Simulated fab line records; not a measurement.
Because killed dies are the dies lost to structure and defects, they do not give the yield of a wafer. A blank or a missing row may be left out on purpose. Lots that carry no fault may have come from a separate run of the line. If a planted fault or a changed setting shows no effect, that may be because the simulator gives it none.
Split-lot study | flow n5-finfet | 39 wafers read across 7 lots, on a route 1938 steps long

== THE SPLIT ITSELF ==
At N5_BEOL_M1_ETCH_64 (etches SOC in N2/H2, target depth 75 nm, overetch 15 nm, time 112.5 s), the setting time-s was moved away from the recipe's 112.5 s on 12 of the 39 wafers read, by -44.8% to +52.6%. The other wafers ran this setting at the recipe's value.

== FROM THE SPLIT TO THE READING: what the file shows between them, 3 steps ==
- N5_BEOL_M1_STRIP_65: strips in N2/H2
- N5_BEOL_M1_STRIP_75: strips in N2/H2
- N5_BEOL_M1_STRIP_66: strips in CF4

== THE READING ==
BEOL_M1.cd-offset-nm (the simulator's own value, which no gauge read), in nm, at N5_BEOL_M1_HM_OPEN_17 (chemistry Cl2/BCl3, target TiN, target depth 20 nm, overetch 6 nm). There is no usual value for it anywhere in the file. Across the 27 wafers here that went through the recipe, the average is 0.1 nm and the standard deviation 0.24 nm.

wafer  | tool, chamber at the split | time-s as run, s | against the recipe | BEOL_M1.cd-offset-nm, nm | against lot-mates on the recipe
L074.1 | rie-diel-06, 3             | 112.5            | recipe             | -0.4                     | -
L074.2 | rie-diel-06, 2             | 130.6            | +16.1%             | 0                        | +0.2
L074.3 | rie-diel-06, 0             | 112.5            | recipe             | 0.2                      | -
L074.4 | rie-diel-06, 1             | 130.6            | +16.1%             | 0.4                      | +0.6
L074.5 | rie-diel-06, 2             | 130.6            | +16.1%             | 0                        | +0.2
L074.6 | rie-diel-06, 3             | 112.5            | recipe             | -0.4                     | -
L075.1 | rie-diel-01, 0             | 112.5            | recipe             | 0                        | -
L075.2 | rie-diel-01, 3             | 112.5            | recipe             | 0                        | -
L075.3 | rie-diel-01, 2             | 112.5            | recipe             | -0.2                     | -
L075.4 | rie-diel-01, 1             | 112.5            | recipe             | -0.2                     | -
L075.5 | rie-diel-01, 0             | 112.5            | recipe             | 0.2                      | -
L075.6 | rie-diel-01, 3             | 112.5            | recipe             | 0                        | -
L082.1 | rie-diel-01, 3,0           | 112.5            | recipe             | 0.2                      | -
L082.2 | rie-diel-01, 3,0           | 112.5            | recipe             | 0.4                      | -
L082.3 | rie-diel-01, 2             | 171.7            | +52.6%             | 1.4                      | +1.2
L082.4 | rie-diel-01, 1             | 171.7            | +52.6%             | 1.4                      | +1.2
L082.5 | rie-diel-01, 1             | 112.5            | recipe             | 0                        | -
L082.6 | rie-diel-01, 0             | 171.7            | +52.6%             | 1.6                      | +1.4
L083.1 | rie-diel-06, 1             | 112.5            | recipe             | 0.2                      | -
L083.2 | rie-diel-06, 0             | 62.06            | -44.8%             | -0.8                     | -0.9
L083.3 | rie-diel-06, 2             | 62.06            | -44.8%             | -0.8                     | -0.9
L083.4 | rie-diel-06, 3             | 112.5            | recipe             | -0.2                     | -
L083.5 | rie-diel-06, 3             | 112.5            | recipe             | 0.2                      | -
L083.6 | rie-diel-06, 2             | 62.06            | -44.8%             | -1                       | -1.1
L086.2 | rie-diel-06, 1,0           | 112.5            | recipe             | 0.4                      | -
L086.3 | rie-diel-06, 1,0           | 112.5            | recipe             | 0.6                      | -
L086.5 | rie-diel-06, 1             | 112.5            | recipe             | 0.4                      | -
L094.1 | rie-diel-01, 1,3           | 80.56            | -28.4%             | -0.6                     | -0.7
L094.2 | rie-diel-01, 3             | 112.5            | recipe             | 0                        | -
L094.3 | rie-diel-01, 0             | 112.5            | recipe             | 0.2                      | -
L094.4 | rie-diel-01, 2             | 80.56            | -28.4%             | -0.8                     | -0.9
L094.5 | rie-diel-01, 2             | 112.5            | recipe             | 0                        | -
L094.6 | rie-diel-01, 1,3           | 80.56            | -28.4%             | -0.6                     | -0.7
L097.1 | rie-diel-03, 3,1           | 112.5            | recipe             | 0.2                      | -
L097.2 | rie-diel-03, 2,1,2         | 112.5            | recipe             | 0                        | -
L097.3 | rie-diel-03, 0             | 112.5            | recipe             | -0.2                     | -
L097.4 | rie-diel-03, 2,1,2         | 112.5            | recipe             | 0                        | -
L097.5 | rie-diel-03, 3,1           | 112.5            | recipe             | 0                        | -
L097.6 | rie-diel-03, 2,1,2         | 112.5            | recipe             | 0.2                      | -
When a row names more than one chamber, that row covers several wafers, and the file does not tell which wafer ran in which chamber.

FIT RESULTS
A straight line over all 39 wafers: BEOL_M1.cd-offset-nm changes by +0.0235 nm for each +1% of time-s; r = +0.91; the points scatter about the line by 0.24 nm.
The same after taking each lot's own level away (the mean of its wafers on the recipe; 39 wafers): +0.023 nm for each +1%; r = +0.95; scatter 0.16 nm.
On that fit, the largest move of time-s shifts the reading by 1.2 nm.
Measured against the standard deviation above, the lots' own levels, which go from -0.20 to 0.47 nm, span 2.8 times it.
Consequently the slope shifts little with the lot-to-lot level, the two slopes agreeing.
Check: with one of the wafers moved furthest among these (+52.6%) left out of the fit, the line predicts +1.22 nm for it against its lot-mates. It came out at +1.2 nm against them.

== THE WHOLE CHAIN: every reading that the file lists as answering this split, in the file's order ==
step                  | what it does                                                          | reading                                                                          | change (the file's fit)                                                              | r (the file's)
N5_BEOL_M1_ETCH_64    | etches SOC in N2/H2, target depth 75 nm, overetch 15 nm, time 112.5 s | SiARC_of_BEOL_M1_COAT_62.thk-nm (the simulator's own value, which no gauge read) | -0.0523 nm for each +1% of the setting                                               | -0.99
N5_BEOL_M1_ETCH_64    | etches SOC in N2/H2, target depth 75 nm, overetch 15 nm, time 112.5 s | BEOL_M1.cd-offset-nm (the simulator's own value, which no gauge read)            | +0.0218 nm for each +1% of the setting                                               | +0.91
N5_BEOL_M1_HM_OPEN_17 | chemistry Cl2/BCl3, target TiN, target depth 20 nm, overetch 6 nm     | etch.depth-nm (the simulator's own value, which no gauge read)                   | not straight: 20.07 at the lowest setting, 19.83 at the recipe, 14.09 at the highest | not given
N5_BEOL_M1_HM_OPEN_17 | chemistry Cl2/BCl3, target TiN, target depth 20 nm, overetch 6 nm     | BEOL_M1.cd-offset-nm (the simulator's own value, which no gauge read)            | +0.023 nm for each +1% of the setting                                                | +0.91

== FILE'S OWN FIT ==
BEOL_M1.cd-offset-nm changes by +0.023 nm for each +1% of time-s, r = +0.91.
